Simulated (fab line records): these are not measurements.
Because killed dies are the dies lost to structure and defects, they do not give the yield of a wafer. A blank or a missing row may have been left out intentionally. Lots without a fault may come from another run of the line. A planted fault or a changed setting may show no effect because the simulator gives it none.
The tool behind it: which one? | flow n5Finfet | Sampling: 24 lots, 72 wafers, 4 of 1938 route steps

WHAT THE GAUGES READ, wafer by wafer
N5_BEOL_M7_OVL_MEAS_29. Usual: for V6_OVL the level is 0.2 nm and the standard deviation is 0.54.
lot  | measured     | on         | V6_OVL (nm)    | flag
L074 | day 8 22:00  | overlay-01 | -0.4 0.2 0.0   | 
L075 | day 9 07:28  | overlay-02 | -0.4 0.2 0.0   | 
L076 | day 9 18:36  | overlay-02 | 0.5 1.4 0.6    | 
L078 | day 9 21:14  | overlay-02 | 0.7 0.2 0.2    | 
L077 | day 9 21:40  | overlay-02 | -0.1 1.3 -0.2  | 
L079 | day 10 19:27 | overlay-02 | -0.4 -0.7 0.1  | 
L080 | day 10 20:23 | overlay-02 | 1.2 0.5 0.7    | 
L081 | day 11 05:36 | overlay-02 | 0.0 0.3 0.5    | 
L083 | day 11 10:38 | overlay-02 | -0.6 0.4 -0.2  | 
L082 | day 11 23:10 | overlay-02 | 0.4 -0.3 -0.1  | 
L085 | day 12 14:19 | overlay-02 | -0.9 -0.4 -0.6 | 
L086 | day 12 18:44 | overlay-01 | 1.2 0.6 0.7    | 
L088 | day 12 21:54 | overlay-02 | -0.3 -0.9 0.1  | 
L089 | day 12 22:06 | overlay-02 | 1.0 0.7 0.5    | 
L084 | day 12 22:16 | overlay-01 | 0.5 1.5 0.8    | 
L087 | day 12 22:26 | overlay-02 | -0.4 -0.8 0.6  | 
L090 | day 13 00:58 | overlay-01 | -0.3 0.5 1.0   | 
L092 | day 14 00:45 | overlay-01 | 0.6 -0.1 -0.2  | 
L091 | day 14 00:56 | overlay-02 | 0.3 -0.2 0.3   | 
L093 | day 14 10:34 | overlay-02 | 0.0 0.1 0.2    | 
L094 | day 15 03:34 | overlay-01 | 0.4 0.2 -0.1   | 
L095 | day 15 03:36 | overlay-02 | -0.4 -0.5 -0.6 | 
L096 | day 15 06:52 | overlay-02 | 1.6 1.3 0.6    | 
L097 | day 15 10:47 | overlay-01 | 0.1 0.8 0.5    | 

N5_BEOL_M7_OCD_MEAS_38. Usual: trenchDepthNm at 93.2 nm, with a standard deviation of 2.4.
lot  | measured     | on     | trenchDepthNm (nm) | flag
L074 | day 8 22:32  | ocd-02 | 91.3 90.4 88.7     | 
L075 | day 9 07:59  | ocd-01 | 90.4 94.4 93.3     | 
L076 | day 9 19:17  | ocd-02 | 94.7 93.8 93.1     | 
L078 | day 9 21:46  | ocd-02 | 87.9 90.9 88.1     | 
L077 | day 9 22:11  | ocd-02 | 91.5 90.6 91.6     | 
L079 | day 10 19:58 | ocd-02 | 91.1 91.0 91.8     | 
L080 | day 10 20:54 | ocd-02 | 94.4 93.4 93.5     | 
L081 | day 11 06:29 | ocd-01 | 89.5 91.7 89.3     | 
L083 | day 11 11:10 | ocd-01 | 91.1 91.5 92.6     | 
L082 | day 11 23:56 | ocd-02 | 92.2 92.9 92.0     | 
L085 | day 12 14:50 | ocd-01 | 95.5 94.3 95.4     | 
L086 | day 12 19:46 | ocd-02 | 95.2 95.5 95.6     | 
L088 | day 12 22:25 | ocd-02 | 94.4 94.8 94.0     | 
L089 | day 12 22:37 | ocd-02 | 91.2 91.8 90.9     | 
L084 | day 12 22:47 | ocd-02 | 94.0 95.8 96.3     | 
L087 | day 12 22:58 | ocd-02 | 93.9 94.9 97.5     | 
L090 | day 13 01:29 | ocd-02 | 95.8 95.4 92.9     | 
L092 | day 14 01:26 | ocd-02 | 95.2 93.5 96.5     | 
L091 | day 14 01:35 | ocd-01 | 93.0 93.7 91.4     | 
L093 | day 14 11:05 | ocd-01 | 91.5 90.0 91.2     | 
L094 | day 15 04:05 | ocd-02 | 96.6 97.1 94.2     | 
L095 | day 15 04:07 | ocd-01 | 91.0 92.7 92.0     | 
L096 | day 15 07:46 | ocd-02 | 93.7 92.8 95.9     | 
L097 | day 15 11:24 | ocd-02 | 93.5 94.4 94.9     | 

N5_BEOL_M7_CD_MEAS_35: the cd target is 40 nm. Usual: cdNm at 39.6 nm, with a standard deviation of 0.91.
lot  | measured     | on       | cdNm (nm)      | flag
L074 | day 8 22:41  | cdSem-03 | 38.0 38.9 38.4 | 
L075 | day 9 08:08  | cdSem-02 | 41.0 40.3 40.9 | 
L076 | day 9 19:26  | cdSem-01 | 39.4 39.9 40.1 | 
L078 | day 9 21:55  | cdSem-01 | 39.8 41.7 39.5 | 
L077 | day 9 22:20  | cdSem-01 | 39.5 39.2 40.7 | 
L079 | day 10 20:07 | cdSem-02 | 39.9 39.0 39.8 | 
L080 | day 10 21:03 | cdSem-01 | 38.6 40.2 38.6 | 
L081 | day 11 06:38 | cdSem-01 | 39.5 40.2 40.4 | 
L083 | day 11 11:19 | cdSem-01 | 39.3 38.3 39.5 | 
L082 | day 12 00:05 | cdSem-03 | 39.1 38.9 38.1 | 
L085 | day 12 14:59 | cdSem-01 | 39.5 39.8 39.7 | 
L086 | day 12 19:55 | cdSem-01 | 39.4 39.4 38.7 | 
L088 | day 12 22:34 | cdSem-01 | 42.1 40.4 41.4 | 
L089 | day 12 22:46 | cdSem-02 | 39.4 40.9 39.9 | 
L084 | day 12 22:56 | cdSem-01 | 40.0 40.7 39.9 | 
L087 | day 12 23:07 | cdSem-03 | 40.1 38.3 39.8 | 
L090 | day 13 01:38 | cdSem-01 | 41.3 40.4 41.9 | 
L092 | day 14 01:35 | cdSem-01 | 37.8 39.9 39.0 | 
L091 | day 14 01:45 | cdSem-02 | 39.0 39.7 39.3 | 
L093 | day 14 11:20 | cdSem-01 | 40.2 39.6 39.3 | 
L094 | day 15 04:14 | cdSem-02 | 39.8 38.8 38.7 | 
L095 | day 15 04:16 | cdSem-01 | 39.8 39.7 38.7 | 
L096 | day 15 07:55 | cdSem-03 | 39.2 40.4 39.1 | 
L097 | day 15 11:34 | cdSem-03 | 39.7 40.8 39.4 | 

WHAT TOOL EACH LOT RAN ON (gives the tool, then ch and the chambers of the sampled wafers, and finally the start)
lot  | N5_BEOL_M7_STRIP_36
L074 | rieDiel-04 ch 1,2, day 8 22:20
L075 | rieDiel-02 ch 0,2, day 9 07:47
L076 | rieDiel-02 ch 1,2,3, day 9 19:05
L078 | rieDiel-04 ch 0,1, day 9 21:34
L077 | rieDiel-04 ch 0,3, day 9 21:59
L079 | rieDiel-04 ch 0,2,3, day 10 19:46
L080 | rieDiel-02 ch 1,3, day 10 20:42
L081 | rieDiel-04 ch 0,1, day 11 06:17
L083 | rieDiel-04 ch 0,2,3, day 11 10:58
L082 | rieDiel-04 ch 2,3, day 11 23:44
L085 | rieDiel-06 ch 0,2,3, day 12 14:38
L086 | rieDiel-02 ch 1,2,3, day 12 19:34
L088 | rieDiel-02 ch 2,3, day 12 22:13
L089 | rieDiel-04 ch 0,2, day 12 22:25
L084 | rieDiel-06 ch 0,1,3, day 12 22:35
L087 | rieDiel-02 ch 0,2,3, day 12 22:46
L090 | rieDiel-06 ch 1,2,3, day 13 01:17
L092 | rieDiel-06 ch 0,3, day 14 01:14
L091 | rieDiel-04 ch 2,3, day 14 01:23
L093 | rieDiel-04 ch 0,1,2, day 14 10:53
L094 | rieDiel-02 ch 0,2, day 15 03:53
L095 | rieDiel-04 ch 0,1, day 15 03:55
L096 | rieDiel-06 ch 1,2,3, day 15 07:34
L097 | rieDiel-02 ch 2,3, day 15 11:13
- N5_BEOL_M7_STRIP_36: strips in N2/H2.

AS READ BY THE TOOLS THEMSELVES (means over the sampled wafers that have a number; for cases with no such wafer, the mark the record gives instead)
N5_BEOL_M7_STRIP_36. Usual: drypumpMotorCurrentA 5.5 A, standard deviation 0.37; oesProductAu 0.79 a.u., standard deviation 0.09; rfVppV 59.2 V, standard deviation 1.6; showerheadPlenumPTorr 2.53 Torr, standard deviation 0.093; throttleValvePct 23.7 %, standard deviation 0.31.
lot  | tool       | drypumpMotorCurrentA (A) | oesProductAu (a.u.) | rfVppV (V) | showerheadPlenumPTorr (Torr) | throttleValvePct (%) | flag
L074 | rieDiel-04 | 5.5                      | 0.70                | 59.6       | 2.44                         | 23.5                 | 
L075 | rieDiel-02 | 5.5                      | 0.85                | 58.9       | 2.49                         | 23.6                 | 
L076 | rieDiel-02 | 5.8                      | 0.84                | 58.5       | 2.55                         | 23.7                 | 
L078 | rieDiel-04 | 5.2                      | 0.72                | 58.4       | 2.49                         | 23.9                 | 
L077 | rieDiel-04 | 5.6                      | 0.79                | 59.7       | 2.52                         | 23.7                 | 
L079 | rieDiel-04 | 5.6                      | 0.74                | 60.3       | 2.50                         | 23.6                 | 
L080 | rieDiel-02 | 5.8                      | 0.81                | 58.6       | 2.63                         | 24.1                 | 
L081 | rieDiel-04 | 5.2                      | 0.71                | 58.1       | 2.48                         | 23.8                 | 
L083 | rieDiel-04 | 5.6                      | 0.75                | 58.6       | 2.50                         | 23.6                 | 
L082 | rieDiel-04 | 5.6                      | 0.70                | 59.4       | 2.47                         | 23.4                 | 
L085 | rieDiel-06 | 5.6                      | 0.77                | 59.0       | 2.63                         | 23.8                 | 
L086 | rieDiel-02 | 5.8                      | 0.80                | 60.2       | 2.54                         | 23.7                 | 
L088 | rieDiel-02 | 5.7                      | 0.85                | 60.6       | 2.61                         | 24.0                 | 
L089 | rieDiel-04 | 5.7                      | 0.78                | 58.6       | 2.44                         | 23.6                 | 
L084 | rieDiel-06 | 5.4                      | 0.80                | 59.8       | 2.60                         | 23.8                 | 
L087 | rieDiel-02 | 5.4                      | 0.89                | 57.9       | 2.55                         | 23.8                 | 
L090 | rieDiel-06 | 5.6                      | 0.80                | 59.3       | 2.56                         | 23.7                 | 
L092 | rieDiel-06 | 5.5                      | 0.76                | 59.7       | 2.67                         | 23.9                 | 
L091 | rieDiel-04 | 5.5                      | 0.69                | 60.0       | 2.55                         | 23.5                 | 
L093 | rieDiel-04 | 5.4                      | 0.81                | 60.5       | 2.45                         | 23.5                 | 
L094 | rieDiel-02 | 5.1                      | 0.90                | 59.2       | 2.49                         | 23.7                 | 
L095 | rieDiel-04 | 5.4                      | 0.83                | 59.2       | 2.47                         | 23.7                 | 
L096 | rieDiel-06 | 5.6                      | 0.78                | 60.2       | 2.56                         | 23.8                 | 
L097 | rieDiel-02 | 5.8                      | 0.83                | 57.7       | 2.53                         | 23.6                 | 

THE ANSWER, worked out from the rows above alone
Rule: a lot is off if the mean of its wafers that have a number lies more than 3 standard deviations from the usual mean. Also off: a lot with no number at a reading for which 4 or more lots have one. Any other lot the step has rows for is counted as sound. Order of review: gauges by route order, followed by the tools' own readings, for which a lot's mean as printed above is used. At the first step where some lot is off, the reading lying furthest off is the one used; lots without a number count as furthest.
No lot is off at any reading shown: from this, nothing can be told.

WHAT THE SIMULATOR HAD PUT IN
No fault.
